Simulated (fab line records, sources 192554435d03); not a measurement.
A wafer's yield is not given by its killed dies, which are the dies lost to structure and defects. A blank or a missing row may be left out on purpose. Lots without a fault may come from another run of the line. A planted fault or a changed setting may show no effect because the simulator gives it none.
Which of the tools did it? + flow n5 finfet + 11 lots with 33 wafers sampled at 6 steps, on a route of 1938 steps

## WHAT THE GAUGES SHOWED, per wafer
N5_BEOL_M5_THK_MEAS_01.
| lot  | measured     | on            | M5_ILD_THK (nm)   |
|------|--------------|---------------|-------------------|
| L075 | day 8 02:28  | film metro-01 | 124.8 121.3 121.5 |
| L078 | day 8 18:56  | film metro-02 | 119.8 119.5 122.4 |
| L079 | day 8 23:46  | film metro-01 | 123.0 121.4 125.0 |
| L081 | day 9 10:55  | film metro-01 | 120.7 120.2 121.4 |
| L084 | day 10 07:10 | film metro-02 | 121.2 121.2 122.6 |
| L086 | day 10 17:18 | film metro-01 | 121.0 124.0 125.6 |
| L089 | day 11 09:04 | film metro-01 | 119.9 122.3 125.0 |
| L090 | day 12 00:50 | film metro-02 | 122.2 123.1 123.3 |
| L093 | day 12 13:36 | film metro-02 | 120.0 122.2 122.5 |
| L094 | day 13 01:32 | film metro-01 | 120.6 122.2 122.6 |
| L096 | day 13 08:52 | film metro-02 | 121.6 120.2 120.6 |

## WHAT TOOL EACH LOT RAN ON (gives the tool, then ch and the chambers of the sampled wafers, and finally the start)
| lot  | N5_BEOL_M4_PECVD_72             | N5_BEOL_M4_ETCH_63                 | N5_BEOL_M4_STRIP_19                | N5_BEOL_M4_ALD_98                 | N5_BEOL_M4_STRIP_97                           |
|------|---------------------------------|------------------------------------|------------------------------------|-----------------------------------|-----------------------------------------------|
| L075 | pecvd-03 ch 0,1,2, day 7 15:28  | rie diel-04 ch 0,1,3, day 7 16:04  | rie diel-04 ch 0,1, day 7 16:23    | ald sin-03 ch 0,1,2, day 7 17:38  | rie diel-04 ch 0,1,3, day 8 02:28 or earlier  |
| L078 | pecvd-03 ch 0,1, day 8 06:08    | rie diel-01 ch 0,1,3, day 8 07:04  | rie diel-05 ch 1,2,3, day 8 07:23  | ald sin-03 ch 1,2,3, day 8 08:10  | rie diel-01 ch 0,1,2, day 8 18:56 or earlier  |
| L079 | pecvd-03 ch 0,1,2, day 8 13:36  | rie diel-04 ch 0,1,3, day 8 16:19  | rie diel-01 ch 1,2, day 8 16:47    | ald sin-02 ch 0,1,2, day 8 17:33  | rie diel-01 ch 1,2, day 8 23:46 or earlier    |
| L081 | pecvd-04 ch 1,2, day 8 22:08    | rie diel-01 ch 0,2, day 8 23:18    | rie diel-05 ch 0,2,3, day 8 23:43  | ald sin-03 ch 2,3, day 9 00:28    | rie diel-01 ch 2,3, day 9 10:55 or earlier    |
| L084 | pecvd-03 ch 0,1, day 9 20:15    | rie diel-01 ch 0,1,3, day 9 23:07  | rie diel-05 ch 0,2,3, day 9 23:25  | ald sin-03 ch 1,3, day 10 00:13   | rie diel-04 ch 2,3, day 10 07:10 or earlier   |
| L086 | pecvd-01 ch 0,1, day 10 06:07   | rie diel-01 ch 0,1,3, day 10 08:10 | rie diel-01 ch 1,2, day 10 08:31   | ald sin-02 ch 0,1, day 10 09:17   | rie diel-01 ch 0,2, day 10 17:18 or earlier   |
| L089 | pecvd-04 ch 0,1,2, day 10 22:18 | rie diel-04 ch 0,1,3, day 10 23:52 | rie diel-01 ch 0,2,3, day 11 00:11 | ald sin-01 ch 0,2,3, day 11 00:57 | rie diel-04 ch 0,1,3, day 11 09:04 or earlier |
| L090 | pecvd-01 ch 0,1,2, day 11 11:22 | rie diel-04 ch 0,1,3, day 11 12:14 | rie diel-01 ch 0,1,2, day 11 12:32 | ald sin-03 ch 0,1,3, day 11 13:13 | rie diel-04 ch 1,2, day 12 00:50 or earlier   |
| L093 | pecvd-04 ch 0,1, day 11 23:08   | rie diel-01 ch 0,2, day 12 00:36   | rie diel-01 ch 0,2, day 12 00:55   | ald sin-01 ch 1,2,3, day 12 01:53 | rie diel-01 ch 0,2,3, day 12 13:36 or earlier |
| L094 | pecvd-04 ch 1,2, day 12 07:31   | rie diel-01 ch 0,2,3, day 12 09:01 | rie diel-04 ch 0,2,3, day 12 09:20 | ald sin-01 ch 0,1, day 12 10:06   | rie diel-04 ch 0,1,3, day 13 01:32 or earlier |
| L096 | pecvd-01 ch 1,2, day 12 19:25   | rie diel-05 ch 0,2,3, day 12 22:13 | rie diel-05 ch 0,1, day 12 22:32   | ald sin-03 ch 0,2,3, day 12 23:12 | rie diel-04 ch 0,3, day 13 08:52 or earlier   |
- N5_BEOL_M4_PECVD_72: deposits SiO2 from TEOS/O2, target thk 16 nm, time 18 s.
- N5_BEOL_M4_ETCH_63: etches SiARC in CF4, target depth 15.6 nm, time 26 s.
- N5_BEOL_M4_STRIP_19: strips in O2.
- N5_BEOL_M4_ALD_98: deposits SiO2, target thk 2.5 nm, pulse time 1 s, co reactant pulse time 1 s.
- N5_BEOL_M4_STRIP_97: strips in N2/H2, time 10 s.

## THE ANSWER, worked out from the rows above alone
Rule: the lots themselves supply what counts as usual. The widest of any qualifying gaps counts: lots, ordered by their means at a reading, are off when they make up no more than a third of the lots, leave a main group of 4 or more, and stand apart from it by 3 or more times the standard deviation of that group's means. A main group whose means are all the same, to the digits that the tables above print for the reading, isn't used. Also off: a lot with no number at a reading for which 4 or more lots have one. Where the step has rows for the other lots, those lots are counted as sound.
No lot is off at any reading shown: from this, nothing can be told.

## WHAT THE SIMULATOR PUT IN
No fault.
